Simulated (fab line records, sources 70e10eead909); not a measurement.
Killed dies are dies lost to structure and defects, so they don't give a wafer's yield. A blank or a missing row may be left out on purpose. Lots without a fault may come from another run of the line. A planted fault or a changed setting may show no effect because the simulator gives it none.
fab line records | flow nand_harc | part 2 of 2: steps 23 to 23 of 23
record lots=7 wafers=21 last_day=32
route steps=1302 shown A_SGD_CUT@918 A_SLIT@922 END@1302
lots that met no fault: from a run of the same line without faults
start_h: hours from the record's first day to the start of the lot's first wafer shown | wait_h: hours since the lot's step before | " the same as in the row above | L1.1+2: a row that stands for several wafers | - no value, or no start given | * or withheld: withheld | < > ~ a bound
route shown NAME@n: a module of which the file shows steps, and the number in the route of the first | usual: mean/standard deviation of fault-free wafers | same: alike in all rows | chamber/n: place in a boat | sites: the reading at each site | _std_site: their standard deviation | _edge_site: outer sites' mean less inner sites' | radius_mm: how far each site lies from the wafer's centre | mask NAME#n: copy n | behind: the tool/chamber that last shaped the wafer | hold: why the lot was held/for how many hours/how that ended | device: the transistor (n, p or np) that didn't switch | end of line: the same wafers' tests at the end of the route | a step without rows: its recipe alone | killed: dies lost to structure and defects at the first sort, not the wafer's yield | map: a wafer's dies, x killed, . not, _ none there
set.NAME: the setting as run; set.NAME@STEP: as run at that earlier step | model.NAME: the simulator's own value behind a step, which no gauge read
lots at some steps of the route; a table a step, a row a wafer
services: from which hour (start_h, from the record's first day; less than 0 if before it) a tool's chamber was out of use, for how many hours, and why
## steps
# step NHARC_END_SORT_01
# recipe temp_c=25
# usual killed_at_array=60/21 killed_at_other=1.0/1.2 killed_at_periphery=4.2/2.8 killed_dies=65/20 killed_open=3.1/1.8 killed_short=2.6/1.6
# same gross_dies=677
# columns lot.wafer tool chamber start_h wait_h hold killed_at_array killed_at_other killed_at_periphery killed_dies killed_open killed_short
L183.1 prober-01 0 570.28 2.5 - 69 0 7 76 3 3
L183.2 prober-01 0 571.06 2.8 - 85 1 4 90 4 3
L183.6 prober-01 0 574.19 3.9 - 79 0 2 81 1 3
L192.2 prober-02 0 649.39 2.8 - 61 0 1 62 4 6
L190.2 prober-01 0 657.21 2.8 - 77 2 2 81 5 3
L190.3 prober-01 0 657.99 3.1 - 76 4 3 83 3 1
L190.5 prober-01 0 659.57 3.6 - 83 2 1 86 4 2
L191.2 prober-01 0 676.70 2.8 - 58 0 7 65 7 3
L191.3 prober-01 0 677.51 3.1 - 54 1 3 58 1 1
L191.5 prober-01 0 679.13 3.7 - 49 0 2 51 5 2
L194.1 prober-01 0 685.24 2.5 await_dispo/3.7h/release 89 0 1 90 2 4
L195.1 prober-01 0 693.30 2.5 - 42 0 6 48 3 2
L195.3 prober-01 0 694.92 3.1 - 50 0 7 57 3 1
L195.5 prober-01 0 696.55 3.7 - 43 0 3 46 3 4
L200.1 prober-02 0 764.95 2.5 - 44 2 0 46 2 3
L200.2 prober-02 0 765.75 2.8 - 36 0 4 40 5 4
L200.3 prober-02 0 766.55 3.1 - 29 0 2 31 0 1
# killed by level:class
L183.1 A_CHANNEL_HOLE_D1:chamber_film_flake=28 A_SLIT:chamber_film_flake=13 A_CHANNEL_HOLE_D2:chamber_film_flake=8 A_CONTACT:chamber_film_flake=6 A_STAIRCASE:chamber_film_flake=5 P_GATE:chamber_film_flake=4 A_ZERO_WELL:chamber_film_flake=3 A_CHANNEL_FILL_D1:chamber_film_flake=2
L183.2 A_CHANNEL_HOLE_D1:chamber_film_flake=37 A_SLIT:chamber_film_flake=30 A_CHANNEL_HOLE_D2:chamber_film_flake=4 A_STAIRCASE:chamber_film_flake=4 A_CONTACT:chamber_film_flake=4 P_M1:geometric_particle:open=2 P_CONTACT:geometric_particle:open=1 A_CHANNEL_FILL_D1:geometric_particle:short=1
L183.6 A_SLIT:chamber_film_flake=27 A_CHANNEL_HOLE_D1:chamber_film_flake=26 A_STAIRCASE:chamber_film_flake=11 A_CHANNEL_HOLE_D2:chamber_film_flake=4 A_CONTACT:chamber_film_flake=4 A_ZERO_WELL:chamber_film_flake=2 A_WL_FILL:chamber_film_flake=2 P_STI:geometric_particle:short=1
L192.2 A_SLIT:chamber_film_flake=17 A_CHANNEL_HOLE_D1:chamber_film_flake=12 A_CHANNEL_HOLE_D2:chamber_film_flake=11 A_CONTACT:chamber_film_flake=10 A_ONON_D2:geometric_particle:open=2 A_M0:geometric_particle:open=2 A_CHANNEL_FILL_D2:chamber_film_flake=2 P_M0:geometric_particle:short=1
L190.2 A_SLIT:chamber_film_flake=26 A_CHANNEL_HOLE_D1:chamber_film_flake=21 A_CHANNEL_HOLE_D2:chamber_film_flake=13 A_CONTACT:chamber_film_flake=4 A_BONDPAD:chamber_film_flake=3 A_CHANNEL_FILL_D1:geometric_particle:open=2 A_CHANNEL_FILL_D2:chamber_film_flake=2 THIN_TSV:chamber_film_flake=2
L190.3 A_CHANNEL_HOLE_D1:chamber_film_flake=39 A_SLIT:chamber_film_flake=15 A_CHANNEL_HOLE_D2:chamber_film_flake=11 THIN_TSV:chamber_film_flake=4 A_STAIRCASE:chamber_film_flake=3 A_DECK1_JOINT:chamber_film_flake=2 A_CHANNEL_FILL_D2:chamber_film_flake=2 P_GATE:geometric_particle:open=1
L190.5 A_CHANNEL_HOLE_D1:chamber_film_flake=36 A_SLIT:chamber_film_flake=18 A_CHANNEL_HOLE_D2:chamber_film_flake=14 A_CONTACT:chamber_film_flake=6 A_STAIRCASE:chamber_film_flake=2 THIN_TSV:chamber_film_flake=2 A_CHANNEL_HOLE_D1:geometric_particle:short=1 A_ONON_D2:geometric_particle:open=1
L191.2 A_CHANNEL_HOLE_D1:chamber_film_flake=33 A_SGD_CUT:chamber_film_flake=10 P_CONTACT:geometric_particle:open=2 P_M0:geometric_particle:open=2 P_CONTACT:chamber_film_flake=2 A_CHANNEL_HOLE_D2:unspecified=2 A_CONTACT:chamber_film_flake=2 P_M0:geometric_particle:short=1
L191.3 A_CHANNEL_HOLE_D1:chamber_film_flake=33 A_SGD_CUT:chamber_film_flake=7 A_CHANNEL_HOLE_D2:chamber_film_flake=3 P_CONTACT:chamber_film_flake=2 A_ZERO_WELL:chamber_film_flake=2 A_STAIRCASE:chamber_film_flake=2 A_CONTACT:chamber_film_flake=2 A_ONON_D1:geometric_particle:open=1
L191.5 A_CHANNEL_HOLE_D1:chamber_film_flake=30 A_SGD_CUT:chamber_film_flake=4 A_CHANNEL_HOLE_D2:unspecified=3 P_CONTACT:geometric_particle:open=1 A_CHANNEL_HOLE_D1:geometric_particle:open=1 A_CHANNEL_FILL_D1:geometric_particle:short=1 A_ONON_D2:geometric_particle:open=1 A_CHANNEL_HOLE_D2:geometric_particle:open=1
L194.1 A_CHANNEL_HOLE_D1:chamber_film_flake=35 A_CHANNEL_HOLE_D2:chamber_film_flake=26 A_STAIRCASE:chamber_film_flake=7 A_M0:chamber_film_flake=5 A_ZERO_WELL:chamber_film_flake=4 A_CONTACT:chamber_film_flake=3 A_DECK1_JOINT:chamber_film_flake=2 A_CHANNEL_FILL_D2:chamber_film_flake=2
L195.1 A_SLIT:chamber_film_flake=14 A_CHANNEL_HOLE_D1:chamber_film_flake=9 P_CONTACT:chamber_film_flake=6 A_WL_FILL:chamber_film_flake=5 A_CONTACT:chamber_film_flake=3 A_ZERO_WELL:chamber_film_flake=2 A_BLC:chamber_film_flake=2 A_ONON_D1:geometric_particle:short=1
L195.3 A_SLIT:chamber_film_flake=37 A_CHANNEL_HOLE_D1:chamber_film_flake=6 P_CONTACT:chamber_film_flake=4 A_WL_FILL:chamber_film_flake=3 P_CONTACT:geometric_particle:open=2 A_CONTACT:chamber_film_flake=2 P_ZERO_WELL:geometric_particle:short=1 A_ONON_D2:geometric_particle:open=1
L195.5 A_SLIT:chamber_film_flake=27 A_CHANNEL_HOLE_D1:chamber_film_flake=6 A_M0:geometric_particle:open=2 A_M0:geometric_particle:short=2 A_STAIRCASE:chamber_film_flake=2 P_CONTACT:geometric_particle:open=1 A_DECK1_JOINT:geometric_particle:short=1 A_WL_FILL:geometric_particle:short=1
L200.1 A_CHANNEL_HOLE_D2:chamber_film_flake=21 A_CHANNEL_HOLE_D1:chamber_film_flake=7 A_SLIT:chamber_film_flake=4 A_CHANNEL_HOLE_D2:geometric_particle:short=2 A_M0:geometric_particle:open=2 A_CONTACT:chamber_film_flake=2 A_BLC:chamber_film_flake=2 THIN_TSV:chamber_film_flake=2
L200.2 A_CHANNEL_HOLE_D2:chamber_film_flake=9 A_CHANNEL_HOLE_D1:chamber_film_flake=4 A_BLC:chamber_film_flake=4 A_CONTACT:chamber_film_flake=3 A_STAIRCASE:chamber_film_flake=3 A_SLIT:chamber_film_flake=3 A_DECK1_JOINT:geometric_particle:open=2 A_WL_FILL:geometric_particle:short=2
L200.3 A_CHANNEL_HOLE_D2:chamber_film_flake=14 A_SLIT:chamber_film_flake=4 A_CHANNEL_HOLE_D1:chamber_film_flake=3 A_BLC:chamber_film_flake=3 A_CHANNEL_FILL_D2:geometric_particle:short=1 P_STI:chamber_film_flake=1 P_M0:chamber_film_flake=1 A_ZERO_WELL:chamber_film_flake=1
## services
# columns tool chamber start_h hours kind
rie_diel-11 - 432.50 9.0 pm
rie_diel-06 - 447.82 3.9 repair
pecvd-04 - 450.14 13.0 pm
pecvd-01 - 459.76 1.4 repair
rie_diel-11 0 463.39 8.3 repair
rie_diel-11 1 472.75 4.8 repair
pecvd-01 - 478.88 1.2 repair
arfi_scanner-02 - 484.00 4.0 pm
rie_diel-06 - 484.20 9.0 pm
pecvd-01 - 492.07 13.0 pm
rie_diel-11 2 504.81 10.1 repair
pecvd-04 - 505.43 0.5 repair
rie_diel-06 1 517.13 24.9 repair
arfi_scanner-02 - 518.73 0.5 repair
pecvd-03 - 521.54 1.5 repair
rie_diel-11 1 522.36 19.0 repair
pecvd-01 2 530.74 6.2 repair
pecvd-03 - 547.83 13.0 pm
rie_diel-06 3 567.67 5.5 repair
pecvd-01 1 572.70 4.7 repair
rie_diel-11 1 589.79 15.1 repair
pecvd-01 0 605.57 3.9 repair
rie_diel-11 - 609.50 9.0 pm
pecvd-04 - 631.24 13.0 pm
